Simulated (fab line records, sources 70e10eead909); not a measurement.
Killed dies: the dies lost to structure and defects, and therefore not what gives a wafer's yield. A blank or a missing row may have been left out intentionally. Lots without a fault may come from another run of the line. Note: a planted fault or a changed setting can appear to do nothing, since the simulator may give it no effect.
Chamber matching | flow nand harc | rie diel-09 running NHARC_A_SGD_CUT_ETCHBACK_24: 4 sister chambers
The step etches the open film in CH3F/O2, target depth 50 nm, time 92.857 s. 8 wafers are shown with their chamber, then 11 later ones without.

== WAFERS WITH THEIR CHAMBER ==
wafer  | chamber | showerhead plenum p Torr (Torr) | drypump motor current A (A)
L080.4 | 1       | 2.47                            | 5.3
L081.1 | 0       | 2.57                            | 5.7
L081.5 | 1       | 2.47                            | 5.3
L084.5 | 2       | 2.40                            | 5.9
L086.2 | 0       | 2.56                            | 5.7
L086.5 | 2       | 2.40                            | 5.9
L086.6 | 3       | 2.42                            | 5.4
L087.1 | 3       | 2.42                            | 5.5

== WAFERS MISSING THEIR CHAMBER ==
wafer  | showerhead plenum p Torr (Torr) | drypump motor current A (A)
L087.2 | 2.40                            | 5.9
L087.4 | 2.42                            | 5.5
L091.2 | 2.56                            | 5.7
L091.3 | 2.40                            | 5.9
L091.5 | 2.42                            | 5.4
L092.1 | 2.42                            | 5.4
L092.3 | 2.40                            | 5.9
L092.6 | 2.56                            | 5.7
L097.1 | 2.56                            | 5.7
L097.2 | 2.42                            | 5.5
L097.4 | 2.40                            | 5.9

== WHICH CHAMBER EACH WENT THROUGH ==
wafer  | from the rows above | in truth
L087.2 | 2                   | 2
L087.4 | 3                   | 3
L091.2 | 0                   | 0
L091.3 | 2                   | 2
L091.5 | 3                   | 3
L092.1 | 3                   | 3
L092.3 | 2                   | 2
L092.6 | 0                   | 0
L097.1 | 0                   | 0
L097.2 | 3                   | 3
L097.4 | 2                   | 2
Correct placement for 11 of the 11. Left unplaced by these rows: 0. Number placed wrongly: 0.
How it was worked out, from the rows above alone: a wafer's distance from a chamber is the root of the sum, over the readings, of the square of ((its reading less the chamber's mean) divided by the reading's scatter). The wafer belongs to the nearest chamber; if the next one is less than 2 further off, it can't be placed. For every chamber, the mean is computed from those of its wafers that are shown. The scatter: take each reading less its chamber's mean, square it, sum over the shown wafers, divide by the number of wafers less the number of chambers, and take the root.
